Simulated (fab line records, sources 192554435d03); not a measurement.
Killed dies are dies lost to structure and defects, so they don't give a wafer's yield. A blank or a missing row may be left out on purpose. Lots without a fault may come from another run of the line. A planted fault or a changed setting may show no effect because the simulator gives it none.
Chamber matching | flow n5_finfet | N5_BEOL_M13_VIA_ETCH_16 on rie_diel-01: 4 sister chambers
The step etches SiOC in C4F8/O2/Ar, target depth 921.7 nm. 14 wafers are shown with their chamber, then 7 later ones without.

WAFERS WITH THEIR CHAMBER
wafer  | chamber | drypump_motor_current_A (A) | throttle_valve_pct (%) | showerhead_plenum_p_Torr (Torr)
L078.1 | 0       | 6.7                         | 24.1                   | 3.57
L078.2 | 1       | 5.5                         | 23.7                   | 3.43
L078.5 | 0       | 6.7                         | 24.1                   | 3.57
L077.2 | 3       | 5.2                         | 24.4                   | 3.46
L077.3 | 0       | 6.7                         | 24.1                   | 3.57
L077.6 | 3       | 5.2                         | 24.4                   | 3.46
L081.3 | 3       | 5.3                         | 24.4                   | 3.46
L081.4 | 0       | 6.8                         | 24.1                   | 3.57
L081.5 | 3       | 5.2                         | 24.4                   | 3.46
L085.1 | 0       | 6.7                         | 24.1                   | 3.56
L085.3 | 1       | 5.5                         | 23.7                   | 3.43
L085.6 | 2       | 5.3                         | 24.3                   | 3.35
L091.1 | 3       | 5.2                         | 24.5                   | 3.45
L091.2 | 1       | 5.5                         | 23.7                   | 3.42

SIGNATURES (means of the wafers above)
reading                  | chamber 0 | chamber 1 | chamber 2 | chamber 3 | scatter within a chamber
drypump_motor_current_A  | 6.720     | 5.500     | 5.300     | 5.220     | 0.04
throttle_valve_pct       | 24.100    | 23.700    | 24.300    | 24.420    | 0.0283
showerhead_plenum_p_Torr | 3.5680    | 3.4267    | 3.3500    | 3.4580    | 0.00476
Rule: a wafer's distance from a chamber is the root of the sum, over the readings, of the square of ((its reading less the chamber's mean) divided by the reading's scatter). The wafer belongs to the nearest chamber; if the next one is less than 2 further off, it can't be placed. The scatter: the root of (the sum of the squares of (reading less its chamber's mean) over the shown wafers, divided by (wafers less chambers)).

WAFERS WITHOUT THEIR CHAMBER
wafer  | drypump_motor_current_A (A) | throttle_valve_pct (%) | showerhead_plenum_p_Torr (Torr)
L091.4 | 5.3                         | 24.3                   | 3.35
L090.2 | 5.2                         | 24.5                   | 3.45
L090.5 | 5.2                         | 24.5                   | 3.44
L090.6 | 6.7                         | 24.1                   | 3.56
L097.1 | 5.2                         | 24.5                   | 3.44
L097.3 | 5.4                         | 24.4                   | 3.34
L097.4 | 6.7                         | 24.1                   | 3.55

WHICH CHAMBER EACH WENT THROUGH
wafer  | from the rows above | in truth
L091.4 | 2                   | 2
L090.2 | 3                   | 3
L090.5 | 3                   | 3
L090.6 | 0                   | 0
L097.1 | 3                   | 3
L097.3 | 2                   | 2
L097.4 | 0                   | 0
Placed correctly: 7 of 7. Can't be placed from these rows: 0. Placed wrongly: 0.
